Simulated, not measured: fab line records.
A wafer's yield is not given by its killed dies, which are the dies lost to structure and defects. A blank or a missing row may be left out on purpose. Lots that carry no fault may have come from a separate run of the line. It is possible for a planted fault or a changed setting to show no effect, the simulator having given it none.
The tool behind it: which one? :: flow n5_finfet :: 9 lots, 27 wafers sampled, at 6 steps of a route of 1938

WHAT THE GAUGES SHOWED, per wafer
N5_BEOL_M0_SAQP_INSPECT_42: inspects for defects (brightfield). Usual: raw_defect_count 278, standard deviation 65.
lot: L894
measured: day 5 22:07
on: defect_inspect-01
raw_defect_count: 186 228 181
flag: 

lot: L896
measured: day 6 07:58
on: defect_inspect-02
raw_defect_count: 240 222 221
flag: 

lot: L897
measured: day 6 13:32
on: defect_inspect-01
raw_defect_count: 341 314 261
flag: 

lot: L906
measured: day 9 07:32
on: defect_inspect-02
raw_defect_count: 312 199 263
flag: 

lot: L908
measured: day 9 10:04
on: defect_inspect-02
raw_defect_count: 263 157 291
flag: 

lot: L911
measured: day 10 03:19
on: defect_inspect-02
raw_defect_count: 169 340 224
flag: 

lot: L912
measured: day 10 07:33
on: defect_inspect-02
raw_defect_count: 338 282 305
flag: 

lot: L913
measured: day 10 10:59
on: defect_inspect-01
raw_defect_count: 183 240 188
flag: 

lot: L915
measured: day 11 09:20
on: defect_inspect-01
raw_defect_count: 340 262 323
flag: 

N5_BEOL_M0_CUTY_OVL_MEAS_58. Usual: for M0_ABLK_OVL the level is -0.6 nm and the standard deviation is 0.71.
lot: L894
measured: day 5 23:48
on: overlay-01
M0_ABLK_OVL (nm): 0.7 -0.6 0.0
flag: 

lot: L906
measured: day 9 09:01
on: overlay-01
M0_ABLK_OVL (nm): -1.4 -1.1 -1.7
flag: 

lot: L908
measured: day 9 11:24
on: overlay-02
M0_ABLK_OVL (nm): -1.6 -0.8 -1.4
flag: 

lot: L911
measured: day 10 04:50
on: overlay-02
M0_ABLK_OVL (nm): -1.4 -0.8 -1.6
flag: 

lot: L912
measured: day 10 08:55
on: overlay-02
M0_ABLK_OVL (nm): -0.4 -1.1 0.0
flag: 

lot: L913
measured: day 10 12:14
on: overlay-02
M0_ABLK_OVL (nm): -1.4 0.2 -0.9
flag: 

lot: L915
measured: day 11 10:57
on: overlay-02
M0_ABLK_OVL (nm): 1.1 0.5 0.8
flag: 

N5_BEOL_M4_RC_MEAS_101. Usual: DIBL_N 36.7 mV/V, standard deviation 1.8; DIBL_P 37.0 mV/V, standard deviation 2.4; IOFF_N 0.17 nA/um, standard deviation 0.036; IOFF_P 0.22 nA/um, standard deviation 0.042; ION_N 673 uA/um, standard deviation 12; ION_P 462 uA/um, standard deviation 8.5; SS_N 71.7 mV/dec, standard deviation 0.62; SS_P 73.4 mV/dec, standard deviation 0.65; VT_N 250 mV, standard deviation 3.7; VT_P -250 mV, standard deviation 3.7.
lot: L894
measured: day 8 20:34
on: prober-02
DIBL_N (mV/V): 38.5 38.2 37.8
DIBL_P (mV/V): 39.0 39.0 37.4
IOFF_N (nA/um): 0.19 0.21 0.19
IOFF_P (nA/um): 0.25 0.24 0.22
ION_N (uA/um): 671 675 667
ION_P (uA/um): 461 460 457
SS_N (mV/dec): 71.5 71.9 72.0
SS_P (mV/dec): 73.3 74.6 73.4
VT_N (mV): 250 245 250
VT_P (mV): -250 -250 -249
flag: 

lot: L906
measured: day 12 07:16
on: prober-01
DIBL_N (mV/V): 34.9 35.1 34.5
DIBL_P (mV/V): 37.2 36.2 36.0
IOFF_N (nA/um): 0.14 0.13 0.13
IOFF_P (nA/um): 0.22 0.19 0.19
ION_N (uA/um): 669 664 674
ION_P (uA/um): 465 460 463
SS_N (mV/dec): 70.8 71.2 71.3
SS_P (mV/dec): 73.9 74.0 73.4
VT_N (mV): 252 255 250
VT_P (mV): -251 -253 -253
flag: 

lot: L908
measured: day 12 05:52
on: prober-02
DIBL_N (mV/V): 38.3 36.7 38.1
DIBL_P (mV/V): 41.0 38.9 40.2
IOFF_N (nA/um): 0.20 0.19 0.22
IOFF_P (nA/um): 0.29 0.27 0.29
ION_N (uA/um): 686 693 693
ION_P (uA/um): 484 477 479
SS_N (mV/dec): 72.5 71.0 71.9
SS_P (mV/dec): 74.2 73.6 73.2
VT_N (mV): 246 246 241
VT_P (mV): -244 -244 -246
flag: 

lot: L911
measured: day 12 23:07
on: prober-02
DIBL_N (mV/V): 38.5 36.2 35.7
DIBL_P (mV/V): 35.5 32.7 33.9
IOFF_N (nA/um): 0.19 0.14 0.16
IOFF_P (nA/um): 0.22 0.17 0.20
ION_N (uA/um): 677 662 686
ION_P (uA/um): 463 453 471
SS_N (mV/dec): 73.4 71.1 71.4
SS_P (mV/dec): 73.6 72.6 72.8
VT_N (mV): 249 253 250
VT_P (mV): -246 -251 -249
flag: 

lot: L912
measured: day 13 12:44
on: prober-02
DIBL_N (mV/V): 39.0 38.3 39.3
DIBL_P (mV/V): 38.1 37.9 38.2
IOFF_N (nA/um): 0.20 0.18 0.21
IOFF_P (nA/um): 0.21 0.22 0.22
ION_N (uA/um): 679 678 677
ION_P (uA/um): 459 469 456
SS_N (mV/dec): 72.0 72.0 72.1
SS_P (mV/dec): 72.6 73.0 73.0
VT_N (mV): 248 247 248
VT_P (mV): -252 -251 -249
flag: 

lot: L913
measured: day 13 12:33
on: prober-01
DIBL_N (mV/V): 35.7 36.7 32.1
DIBL_P (mV/V): 34.9 36.2 30.0
IOFF_N (nA/um): 0.15 0.17 0.10
IOFF_P (nA/um): 0.19 0.22 0.14
ION_N (uA/um): 678 686 662
ION_P (uA/um): 461 464 456
SS_N (mV/dec): 71.4 71.0 70.7
SS_P (mV/dec): 73.1 73.8 72.4
VT_N (mV): 251 250 256
VT_P (mV): -249 -249 -255
flag: 

lot: L915
measured: day 14 18:44
on: prober-02
DIBL_N (mV/V): 37.6 36.9 36.6
DIBL_P (mV/V): 38.4 37.5 37.7
IOFF_N (nA/um): 0.18 0.16 0.16
IOFF_P (nA/um): 0.24 0.22 0.23
ION_N (uA/um): 684 671 676
ION_P (uA/um): 467 460 469
SS_N (mV/dec): 72.0 71.8 71.8
SS_P (mV/dec): 72.7 73.1 73.9
VT_N (mV): 248 249 249
VT_P (mV): -250 -254 -251
flag: 

EACH LOT AND THE TOOL THAT RAN IT (in order: tool; ch and the chambers of the sampled wafers; start)
lot: L894
N5_BEOL_M0_SAQP_ETCH_106: rie_diel-03 ch 0,1, day 5 20:32
N5_BEOL_M0_SAQP_ETCH_49: rie_diel-05 ch 0,2, day 5 23:17
N5_BEOL_M0_SAQP_STRIP_75: rie_diel-05 ch 0,2, day 5 23:23

lot: L896
N5_BEOL_M0_SAQP_ETCH_106: rie_diel-05 ch 1,2,3, day 6 06:01
N5_BEOL_M0_SAQP_ETCH_49: rie_diel-06 ch 1,3, day 6 08:49
N5_BEOL_M0_SAQP_STRIP_75: rie_diel-06 ch 1,3, day 6 08:55

lot: L897
N5_BEOL_M0_SAQP_ETCH_106: rie_diel-03 ch 0,2,3, day 6 11:56
N5_BEOL_M0_SAQP_ETCH_49: rie_diel-03 ch 1,2, day 6 14:23
N5_BEOL_M0_SAQP_STRIP_75: rie_diel-03 ch 1,2, day 6 14:29

lot: L906
N5_BEOL_M0_SAQP_ETCH_106: rie_diel-06 ch 1,2, day 9 05:59
N5_BEOL_M0_SAQP_ETCH_49: rie_diel-06 ch 0,1,2, day 9 08:29
N5_BEOL_M0_SAQP_STRIP_75: rie_diel-06 ch 0,1,2, day 9 08:35

lot: L908
N5_BEOL_M0_SAQP_ETCH_106: rie_diel-03 ch 0,1,2, day 9 07:49
N5_BEOL_M0_SAQP_ETCH_49: rie_diel-05 ch 0,2,3, day 9 10:59
N5_BEOL_M0_SAQP_STRIP_75: rie_diel-05 ch 0,2,3, day 9 11:05

lot: L911
N5_BEOL_M0_SAQP_ETCH_106: rie_diel-05 ch 0,1,3, day 10 01:41
N5_BEOL_M0_SAQP_ETCH_49: rie_diel-06 ch 0,1, day 10 04:19
N5_BEOL_M0_SAQP_STRIP_75: rie_diel-06 ch 0,1, day 10 04:25

lot: L912
N5_BEOL_M0_SAQP_ETCH_106: rie_diel-03 ch 0,1,3, day 10 06:04
N5_BEOL_M0_SAQP_ETCH_49: rie_diel-06 ch 0,1,2, day 10 08:24
N5_BEOL_M0_SAQP_STRIP_75: rie_diel-06 ch 0,1,2, day 10 08:30

lot: L913
N5_BEOL_M0_SAQP_ETCH_106: rie_diel-06 ch 0,1,3, day 10 09:32
N5_BEOL_M0_SAQP_ETCH_49: rie_diel-03 ch 0,1,2, day 10 11:50
N5_BEOL_M0_SAQP_STRIP_75: rie_diel-03 ch 0,1,2, day 10 11:56

lot: L915
N5_BEOL_M0_SAQP_ETCH_106: rie_diel-05 ch 1,2,3, day 11 07:13
N5_BEOL_M0_SAQP_ETCH_49: rie_diel-06 ch 0,1, day 11 10:25
N5_BEOL_M0_SAQP_STRIP_75: rie_diel-06 ch 0,1, day 11 10:31
- N5_BEOL_M0_SAQP_ETCH_106: etches SOC in N2/H2, stops on SiNx, target depth 150 nm.
- N5_BEOL_M0_SAQP_ETCH_49: etches SiO2 in CF4/O2, target depth 37 nm.
- N5_BEOL_M0_SAQP_STRIP_75: strips in CF4.

WHAT THE TOOLS THEMSELVES READ (means of the sampled wafers that have a number; where no wafer has one, the mark that the record gives instead)
N5_BEOL_M0_SAQP_ETCH_106. Usual: bias_w 60.99 W, standard deviation 0.19; chamber_pressure_mTorr 30.00 mTorr, standard deviation 0.032; drypump_motor_current_A 5.7 A, standard deviation 0.39; oes_product_au 0.78 a.u., standard deviation 0.056; rf_vpp_V 240.8 V, standard deviation 1.6; showerhead_plenum_p_Torr 2.55 Torr, standard deviation 0.097; throttle_valve_pct 17.75 %, standard deviation 0.23.
lot: L894
tool: rie_diel-03
bias_w (W): 60.88
chamber_pressure_mTorr (mTorr): 29.98
drypump_motor_current_A (A): 5.5
oes_product_au (a.u.): 0.81
rf_vpp_V (V): 240.3
showerhead_plenum_p_Torr (Torr): 2.52
throttle_valve_pct (%): 17.52
flag: 

lot: L896
tool: rie_diel-05
bias_w (W): 61.04
chamber_pressure_mTorr (mTorr): 30.02
drypump_motor_current_A (A): 5.8
oes_product_au (a.u.): 0.78
rf_vpp_V (V): 241.2
showerhead_plenum_p_Torr (Torr): 2.55
throttle_valve_pct (%): 17.78
flag: 

lot: L897
tool: rie_diel-03
bias_w (W): 60.91
chamber_pressure_mTorr (mTorr): 30.00
drypump_motor_current_A (A): 5.5
oes_product_au (a.u.): 0.78
rf_vpp_V (V): 240.6
showerhead_plenum_p_Torr (Torr): 2.56
throttle_valve_pct (%): 17.62
flag: 

lot: L906
tool: rie_diel-06
bias_w (W): 61.15
chamber_pressure_mTorr (mTorr): 30.00
drypump_motor_current_A (A): 5.7
oes_product_au (a.u.): 0.78
rf_vpp_V (V): 238.8
showerhead_plenum_p_Torr (Torr): 2.43
throttle_valve_pct (%): 18.08
flag: 

lot: L908
tool: rie_diel-03
bias_w (W): 60.93
chamber_pressure_mTorr (mTorr): 29.99
drypump_motor_current_A (A): 5.7
oes_product_au (a.u.): 0.78
rf_vpp_V (V): 239.5
showerhead_plenum_p_Torr (Torr): 2.48
throttle_valve_pct (%): 17.51
flag: 

lot: L911
tool: rie_diel-05
bias_w (W): 61.03
chamber_pressure_mTorr (mTorr): 30.00
drypump_motor_current_A (A): 6.1
oes_product_au (a.u.): 0.78
rf_vpp_V (V): 241.0
showerhead_plenum_p_Torr (Torr): 2.52
throttle_valve_pct (%): 17.82
flag: 

lot: L912
tool: rie_diel-03
bias_w (W): 61.10
chamber_pressure_mTorr (mTorr): 29.97
drypump_motor_current_A (A): 5.3
oes_product_au (a.u.): 0.80
rf_vpp_V (V): 240.9
showerhead_plenum_p_Torr (Torr): 2.56
throttle_valve_pct (%): 17.64
flag: 

lot: L913
tool: rie_diel-06
bias_w (W): 60.84
chamber_pressure_mTorr (mTorr): 30.01
drypump_motor_current_A (A): 5.7
oes_product_au (a.u.): 0.74
rf_vpp_V (V): 241.0
showerhead_plenum_p_Torr (Torr): 2.55
throttle_valve_pct (%): 17.82
flag: 

lot: L915
tool: rie_diel-05
bias_w (W): 61.11
chamber_pressure_mTorr (mTorr): 30.00
drypump_motor_current_A (A): 5.8
oes_product_au (a.u.): 0.82
rf_vpp_V (V): 241.6
showerhead_plenum_p_Torr (Torr): 2.53
throttle_valve_pct (%): 17.70
flag: 

N5_BEOL_M0_SAQP_ETCH_49. Usual: O2_flow_sccm 9.99 sccm, standard deviation 0.03; bias_w 49.03 W, standard deviation 0.15; drypump_motor_current_A 5.7 A, standard deviation 0.41; oes_product_au 0.79 a.u., standard deviation 0.063; rf_vpp_V 241 V, standard deviation 5; showerhead_plenum_p_Torr 2.20 Torr, standard deviation 0.079; throttle_valve_pct 15.82 %, standard deviation 0.16.
lot: L894
tool: rie_diel-05
O2_flow_sccm (sccm): 9.94
bias_w (W): 49.12
drypump_motor_current_A (A): 5.4
oes_product_au (a.u.): 0.78
rf_vpp_V (V): 236
showerhead_plenum_p_Torr (Torr): 2.22
throttle_valve_pct (%): 15.88
flag: 

lot: L896
tool: rie_diel-06
O2_flow_sccm (sccm): -
bias_w (W): -
drypump_motor_current_A (A): -
oes_product_au (a.u.): -
rf_vpp_V (V): -
showerhead_plenum_p_Torr (Torr): -
throttle_valve_pct (%): -
flag: OFF

lot: L897
tool: rie_diel-03
O2_flow_sccm (sccm): -
bias_w (W): -
drypump_motor_current_A (A): -
oes_product_au (a.u.): -
rf_vpp_V (V): -
showerhead_plenum_p_Torr (Torr): -
throttle_valve_pct (%): -
flag: OFF

lot: L906
tool: rie_diel-06
O2_flow_sccm (sccm): 10.03
bias_w (W): 49.14
drypump_motor_current_A (A): 5.8
oes_product_au (a.u.): 0.77
rf_vpp_V (V): 240
showerhead_plenum_p_Torr (Torr): 2.19
throttle_valve_pct (%): 15.91
flag: 

lot: L908
tool: rie_diel-05
O2_flow_sccm (sccm): 9.98
bias_w (W): 49.01
drypump_motor_current_A (A): 5.5
oes_product_au (a.u.): 0.77
rf_vpp_V (V): 238
showerhead_plenum_p_Torr (Torr): 2.21
throttle_valve_pct (%): 15.84
flag: 

lot: L911
tool: rie_diel-06
O2_flow_sccm (sccm): 10.02
bias_w (W): 49.16
drypump_motor_current_A (A): 5.8
oes_product_au (a.u.): 0.76
rf_vpp_V (V): 243
showerhead_plenum_p_Torr (Torr): 2.21
throttle_valve_pct (%): 15.83
flag: 

lot: L912
tool: rie_diel-06
O2_flow_sccm (sccm): 10.02
bias_w (W): 49.10
drypump_motor_current_A (A): 5.8
oes_product_au (a.u.): 0.76
rf_vpp_V (V): 241
showerhead_plenum_p_Torr (Torr): 2.19
throttle_valve_pct (%): 15.93
flag: 

lot: L913
tool: rie_diel-03
O2_flow_sccm (sccm): 9.99
bias_w (W): 49.00
drypump_motor_current_A (A): 5.7
oes_product_au (a.u.): 0.78
rf_vpp_V (V): 241
showerhead_plenum_p_Torr (Torr): 2.15
throttle_valve_pct (%): 15.65
flag: 

lot: L915
tool: rie_diel-06
O2_flow_sccm (sccm): 9.95
bias_w (W): 48.78
drypump_motor_current_A (A): 5.6
oes_product_au (a.u.): 0.76
rf_vpp_V (V): 242
showerhead_plenum_p_Torr (Torr): 2.12
throttle_valve_pct (%): 15.92
flag: 

N5_BEOL_M0_SAQP_STRIP_75. Usual: drypump_motor_current_A 5.7 A, standard deviation 0.41; oes_product_au 0.182 a.u., standard deviation 0.014; rf_vpp_V 271.0 V, standard deviation 1.6; showerhead_plenum_p_Torr 1.80 Torr, standard deviation 0.062; throttle_valve_pct 13.56 %, standard deviation 0.17.
lot: L894
tool: rie_diel-05
drypump_motor_current_A (A): 5.3
oes_product_au (a.u.): 0.186
rf_vpp_V (V): 271.8
showerhead_plenum_p_Torr (Torr): 1.81
throttle_valve_pct (%): 13.63
flag: 

lot: L896
tool: rie_diel-06
drypump_motor_current_A (A): 5.6
oes_product_au (a.u.): 0.767
rf_vpp_V (V): 270.8
showerhead_plenum_p_Torr (Torr): 1.80
throttle_valve_pct (%): 13.58
flag: OFF

lot: L897
tool: rie_diel-03
drypump_motor_current_A (A): 5.7
oes_product_au (a.u.): 0.842
rf_vpp_V (V): 270.0
showerhead_plenum_p_Torr (Torr): 1.75
throttle_valve_pct (%): 13.27
flag: OFF

lot: L906
tool: rie_diel-06
drypump_motor_current_A (A): 5.8
oes_product_au (a.u.): 0.180
rf_vpp_V (V): 271.3
showerhead_plenum_p_Torr (Torr): 1.79
throttle_valve_pct (%): 13.68
flag: 

lot: L908
tool: rie_diel-05
drypump_motor_current_A (A): 5.5
oes_product_au (a.u.): 0.182
rf_vpp_V (V): 270.8
showerhead_plenum_p_Torr (Torr): 1.80
throttle_valve_pct (%): 13.57
flag: 

lot: L911
tool: rie_diel-06
drypump_motor_current_A (A): 5.8
oes_product_au (a.u.): 0.176
rf_vpp_V (V): 270.3
showerhead_plenum_p_Torr (Torr): 1.81
throttle_valve_pct (%): 13.64
flag: 

lot: L912
tool: rie_diel-06
drypump_motor_current_A (A): 5.8
oes_product_au (a.u.): 0.174
rf_vpp_V (V): 270.5
showerhead_plenum_p_Torr (Torr): 1.78
throttle_valve_pct (%): 13.70
flag: 

lot: L913
tool: rie_diel-03
drypump_motor_current_A (A): 5.7
oes_product_au (a.u.): 0.181
rf_vpp_V (V): 269.8
showerhead_plenum_p_Torr (Torr): 1.75
throttle_valve_pct (%): 13.41
flag: 

lot: L915
tool: rie_diel-06
drypump_motor_current_A (A): 5.6
oes_product_au (a.u.): 0.177
rf_vpp_V (V): 270.6
showerhead_plenum_p_Torr (Torr): 1.74
throttle_valve_pct (%): 13.73
flag: 

THE ANSWER, worked out from the rows above alone
Rule: take the mean of a lot's wafers that have a number; if it is more than 3 standard deviations from the usual mean, the lot is off. Also off: a lot with no number at a reading for which 4 or more lots have one. Any other lot the step has rows for is counted as sound. After the gauges, taken in route order, come the tools' own readings; for these a lot's mean is taken, as printed above. The first step at which some lot is off is used, and at that step the reading that is off furthest; a lot without a number counts as furthest.
Off: L896, L897, at N5_BEOL_M0_SAQP_ETCH_49 (O2_flow_sccm). Without a number there: L896, L897.
A tool fits if, at that step or a process step before it, it ran every lot that is off, and no sound lot after the first of them. No candidate that was tried fits.

WHAT WAS PUT IN BY THE SIMULATOR
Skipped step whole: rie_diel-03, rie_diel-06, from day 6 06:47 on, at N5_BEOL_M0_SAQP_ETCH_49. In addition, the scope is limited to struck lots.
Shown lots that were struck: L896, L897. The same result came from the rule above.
